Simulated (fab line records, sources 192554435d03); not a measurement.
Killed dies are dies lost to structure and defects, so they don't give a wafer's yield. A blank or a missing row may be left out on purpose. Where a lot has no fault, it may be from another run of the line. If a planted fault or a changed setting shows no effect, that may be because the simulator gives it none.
A single fault, viewed from 3 desks	flow n5Finfet	each desk has only its own numbers; what lay behind them comes last

THE DEFECT DESK
Per lot, the means of the sampled wafers with a number show what the inspections along the route counted. Any lot whose mean is over 4 standard deviations away from the usual mean is out of limits and marked OUT; that distance is given in the brackets.
Columns: A = rawDefectCount at N5_BEOL_M10_INSPECT_30, usual 409
lot	first seen here	A
L344	day 10 05:20	460
L345	day 10 11:34	445
L346	day 10 11:44	547
L347	day 10 19:16	318
L349	day 11 06:13	363
L351	day 12 03:14	673
L360	day 13 23:14	352
L361	day 14 22:10	358
L365	day 15 12:58	434
L366	day 15 15:25	406
This desk found nothing out of limits on any of the 10 lots.

TOOL OWNER'S DESK, rieMetal-01
The tool's own readings at N5_BEOL_M10_HM_OPEN_17 (chemistry Cl2/BCl3, target TiN, target depth 20 nm, overetch 6 nm): means of the sampled wafers that have a number, for each lot that ran on this tool. Any lot whose mean is over 4 standard deviations away from the usual mean is out of limits and marked OUT; that distance is given in the brackets.
Columns: A = drypumpMotorCurrentA at N5_BEOL_M10_HM_OPEN_17, usual 5.7 A; B = oes_ar_750_au at N5_BEOL_M10_HM_OPEN_17, usual 0.77 a.u.; C = oesProductAu at N5_BEOL_M10_HM_OPEN_17, usual 0.67 a.u.; D = throttleValvePct at N5_BEOL_M10_HM_OPEN_17, usual 22.07 %
lot	first seen here	A	B	C	D
L346	day 10 10:16	6.8	0.78	0.68	21.83
L349	day 11 05:34	6.3	0.84	0.73	21.92
L351	day 12 02:35	6.3	0.82	0.71	21.92
L365	day 15 12:19	5.7	0.84	0.73	22.02
This desk found nothing out of limits on any of the 4 lots.

METROLOGY DESK
Lot by lot, what the gauges showed, no matter which tool ran the lot: averages of those sampled wafers that carry a number. Any lot whose mean is over 4 standard deviations away from the usual mean is out of limits and marked OUT; that distance is given in the brackets.
Columns: A = M10_OVL at N5_BEOL_M10_OVL_MEAS_12, usual 0.5 nm
lot	first seen here	A
L344	day 10 04:10	0.7
L345	day 10 08:52	0.6
L346	day 10 09:56	-0.4
L347	day 10 16:02	0.6
L349	day 11 05:14	0.6
L351	day 12 02:15	0.6
L360	day 13 22:15	0.1
L361	day 14 20:41	0.5
L365	day 15 11:59	0.6
L366	day 15 14:01	0.7
This desk found nothing out of limits on any of the 10 lots.

PUT TOGETHER
Nothing out of limits was seen by the defect desk.
The tool owner's desk saw nothing out of limits.
Nothing out of limits was seen by the metrology desk.

WHAT THE SIMULATOR HAD INSERTED
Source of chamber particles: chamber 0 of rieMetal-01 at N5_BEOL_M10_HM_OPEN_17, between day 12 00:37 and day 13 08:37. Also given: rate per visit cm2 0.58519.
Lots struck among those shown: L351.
